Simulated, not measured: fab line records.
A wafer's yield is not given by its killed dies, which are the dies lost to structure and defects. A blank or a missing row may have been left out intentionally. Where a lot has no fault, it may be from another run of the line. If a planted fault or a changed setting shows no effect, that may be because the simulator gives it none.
Matching of chambers + flow n5Finfet + N5_MOL_CONTACT_COAG_ALD_123 on aldSin-04: 4 sister chambers
The step deposits SiNx, target thk 5 nm, pulse time 1 s, purge time 2 s. 8 wafers are shown with their chamber, then 8 later ones without.

## WAFERS, EACH WITH ITS CHAMBER
| wafer  | chamber | heaterPowerW (W) | precursorPulseHeightRel |
|--------|---------|------------------|-------------------------|
| L079.2 | 3       | 926              | 1.011                   |
| L079.3 | 1       | 829              | 0.974                   |
| L079.6 | 2       | 924              | 1.015                   |
| L084.2 | 1       | 792              | 0.991                   |
| L085.1 | 0       | 1063             | 0.973                   |
| L085.4 | 2       | 922              | 0.986                   |
| L085.5 | 3       | 967              | 1.023                   |
| L086.1 | 0       | 1048             | 0.990                   |

## WAFERS WITHOUT THEIR CHAMBER
| wafer  | heaterPowerW (W) | precursorPulseHeightRel |
|--------|------------------|-------------------------|
| L086.2 | 798              | 1.002                   |
| L086.6 | 924              | 0.983                   |
| L092.2 | 1029             | 0.990                   |
| L092.4 | 854              | 1.017                   |
| L092.6 | 843              | 1.027                   |
| L093.2 | 1020             | 1.008                   |
| L093.3 | 913              | 1.034                   |
| L093.5 | 946              | 0.996                   |

## EACH ONE'S CHAMBER
| wafer  | from the rows above          | in truth |
|--------|------------------------------|----------|
| L086.2 | 1                            | 1        |
| L086.6 | can't be placed: 2 or 3      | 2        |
| L092.2 | 0                            | 0        |
| L092.4 | can't be placed: 1 or 2 or 3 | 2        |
| L092.6 | can't be placed: 1 or 2 or 3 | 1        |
| L093.2 | can't be placed: 0 or 3      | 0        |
| L093.3 | can't be placed: 3 or 2      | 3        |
| L093.5 | can't be placed: 2 or 3      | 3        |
2 of 8 placed correctly. Unplaceable from these rows: 6, with the true chamber sitting among the candidates in 6. Placed wrongly: 0.
How it was worked out, from the rows above alone: a wafer's distance from a chamber is the root of the sum, over the readings, of the square of ((its reading less the chamber's mean) divided by the reading's scatter). The wafer belongs to the nearest chamber; if the next one is less than 2 further off, it can't be placed. For every chamber, the mean is computed from those of its wafers that are shown. The scatter: the root of (the sum of the squares of (reading less its chamber's mean) over the shown wafers, divided by (wafers less chambers)).
